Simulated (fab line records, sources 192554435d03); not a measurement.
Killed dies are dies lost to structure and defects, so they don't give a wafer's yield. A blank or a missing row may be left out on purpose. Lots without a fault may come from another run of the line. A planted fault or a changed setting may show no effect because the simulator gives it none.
Chamber matching | flow n5_finfet | N5_MOL_CONTACT_COAG_ETCH_89 on rie_diel-03: 4 sister chambers
The step etches underlayer in N2/H2, target depth 13 nm, time 10.4 s. 20 wafers are shown with their chamber, then 10 later ones without.

WAFERS WITH THEIR CHAMBER
wafer  | chamber | showerhead_plenum_p_Torr (Torr) | throttle_valve_pct (%) | oes_product_au (a.u.)
L075.1 | 2       | 2.52                            | 17.53                  | 0.85
L075.3 | 1       | 2.43                            | 18.26                  | 0.60
L075.5 | 1       | 2.43                            | 18.24                  | 0.59
L077.1 | 2       | 2.52                            | 17.51                  | 0.81
L077.2 | 0       | 2.60                            | 17.86                  | 0.79
L077.3 | 1       | 2.43                            | 18.28                  | 0.60
L079.1 | 2       | 2.51                            | 17.57                  | 0.79
L079.4 | 3       | 2.70                            | 17.43                  | 0.80
L079.6 | 0       | 2.59                            | 17.89                  | 0.78
L082.1 | 1       | 2.43                            | 18.30                  | 0.59
L082.3 | 3       | 2.70                            | 17.43                  | 0.80
L082.6 | 3       | 2.70                            | 17.44                  | 0.81
L083.2 | 2       | 2.51                            | 17.57                  | 0.77
L083.5 | 1       | 2.42                            | 18.29                  | 0.58
L083.6 | 2       | 2.51                            | 17.57                  | 0.79
L084.3 | 0       | 2.59                            | 17.91                  | 0.75
L084.5 | 1       | 2.42                            | 18.29                  | 0.59
L084.6 | 0       | 2.59                            | 17.92                  | 0.75
L086.1 | 0       | 2.59                            | 17.90                  | 0.75
L086.3 | 1       | 2.42                            | 18.30                  | 0.59

SIGNATURES (means of the wafers above)
reading                  | chamber 0 | chamber 1 | chamber 2 | chamber 3 | scatter within a chamber
showerhead_plenum_p_Torr | 2.5920    | 2.4257    | 2.5140    | 2.7000    | 0.00482
throttle_valve_pct       | 17.8960   | 18.2800   | 17.5500   | 17.4333   | 0.0229
oes_product_au           | 0.7640    | 0.5914    | 0.8020    | 0.8033    | 0.0186
Rule: a wafer's distance from a chamber is the root of the sum, over the readings, of the square of ((its reading less the chamber's mean) divided by the reading's scatter). The wafer belongs to the nearest chamber; if the next one is less than 2 further off, it can't be placed. The scatter: the root of (the sum of the squares of (reading less its chamber's mean) over the shown wafers, divided by (wafers less chambers)).

WAFERS WITHOUT THEIR CHAMBER
wafer  | showerhead_plenum_p_Torr (Torr) | throttle_valve_pct (%) | oes_product_au (a.u.)
L086.4 | 2.69                            | 17.44                  | 0.79
L091.2 | 2.58                            | 17.91                  | 0.74
L091.4 | 2.69                            | 17.48                  | 0.77
L091.5 | 2.42                            | 18.31                  | 0.58
L093.1 | 2.58                            | 17.93                  | 0.75
L093.3 | 2.68                            | 17.48                  | 0.75
L093.5 | 2.58                            | 17.94                  | 0.73
L097.2 | 2.68                            | 17.50                  | 0.74
L097.3 | 2.50                            | 17.61                  | 0.74
L097.6 | 2.58                            | 17.95                  | 0.72

WHICH CHAMBER EACH WENT THROUGH
wafer  | from the rows above | in truth
L086.4 | 3                   | 3
L091.2 | 0                   | 0
L091.4 | 3                   | 3
L091.5 | 1                   | 1
L093.1 | 0                   | 0
L093.3 | 3                   | 3
L093.5 | 0                   | 0
L097.2 | 3                   | 3
L097.3 | 2                   | 2
L097.6 | 0                   | 0
Placed correctly: 10 of 10. Can't be placed from these rows: 0. Placed wrongly: 0.
